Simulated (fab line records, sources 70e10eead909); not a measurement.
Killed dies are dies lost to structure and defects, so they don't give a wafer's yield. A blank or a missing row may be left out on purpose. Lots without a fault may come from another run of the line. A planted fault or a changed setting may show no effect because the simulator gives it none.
Chamber matching | flow nand_harc | NHARC_P_M0_CMP_23 on cmp-03: 4 sister chambers
The step polishes, t overpolish 20 s, target thk 117.53 nm. 16 wafers are shown with their chamber, then 8 later ones without.

WAFERS WITH THEIR CHAMBER
wafer  | chamber | motor_current_A (A) | time_to_endpoint_s (s) | slurry_flow_ml_min
L454.4 | 3       | 14.9                | 29.7                   | 150.3
L454.5 | 0       | 9.5                 | 33.8                   | 149.4
L454.6 | 3       | 14.5                | 33.1                   | 149.9
L457.2 | 0       | 9.5                 | 31.8                   | 149.2
L457.3 | 1       | 10.6                | 28.0                   | 149.0
L457.5 | 3       | 14.8                | 29.7                   | 150.6
L458.2 | 2       | 11.4                | 27.8                   | 149.5
L458.4 | 1       | 10.9                | 25.6                   | 150.2
L458.5 | 2       | 10.7                | 28.8                   | 150.2
L460.1 | 0       | 9.7                 | 32.3                   | 149.7
L460.3 | 3       | 15.0                | 28.2                   | 149.6
L460.5 | 3       | 14.5                | 29.3                   | 150.1
L467.1 | 3       | 15.7                | 29.1                   | 150.2
L467.2 | 0       | 9.9                 | 32.1                   | 149.9
L467.6 | 2       | 10.9                | 31.6                   | 149.5
L468.1 | 2       | 11.2                | 29.9                   | 150.2

SIGNATURES (means of the wafers above)
reading            | chamber 0 | chamber 1 | chamber 2 | chamber 3 | scatter within a chamber
motor_current_A    | 9.650     | 10.750    | 11.050    | 14.900    | 0.345
time_to_endpoint_s | 32.500    | 26.800    | 29.525    | 29.850    | 1.51
slurry_flow_ml_min | 149.550   | 149.600   | 149.850   | 150.117   | 0.417
Rule: a wafer's distance from a chamber is the root of the sum, over the readings, of the square of ((its reading less the chamber's mean) divided by the reading's scatter). The wafer belongs to the nearest chamber; if the next one is less than 2 further off, it can't be placed. The scatter: the root of (the sum of the squares of (reading less its chamber's mean) over the shown wafers, divided by (wafers less chambers)).

WAFERS WITHOUT THEIR CHAMBER
wafer  | motor_current_A (A) | time_to_endpoint_s (s) | slurry_flow_ml_min
L468.3 | 15.1                | 28.5                   | 150.6
L468.6 | 15.4                | 28.4                   | 150.1
L469.2 | 15.2                | 29.9                   | 149.7
L469.4 | 11.1                | 28.7                   | 149.7
L469.5 | 10.6                | 26.9                   | 150.5
L471.1 | 10.6                | 29.7                   | 150.1
L471.2 | 9.9                 | 30.7                   | 150.6
L471.6 | 14.5                | 31.2                   | 150.7

WHICH CHAMBER EACH WENT THROUGH
wafer  | from the rows above          | in truth
L468.3 | 3                            | 3
L468.6 | 3                            | 3
L469.2 | 3                            | 3
L469.4 | can't be placed: 2 or 1      | 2
L469.5 | can't be placed: 1 or 2      | 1
L471.1 | can't be placed: 2 or 1      | 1
L471.2 | can't be placed: 0 or 2 or 1 | 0
L471.6 | 3                            | 3
Placed correctly: 4 of 8. Can't be placed from these rows: 4 (the true chamber is among the candidates in 4). Placed wrongly: 0.
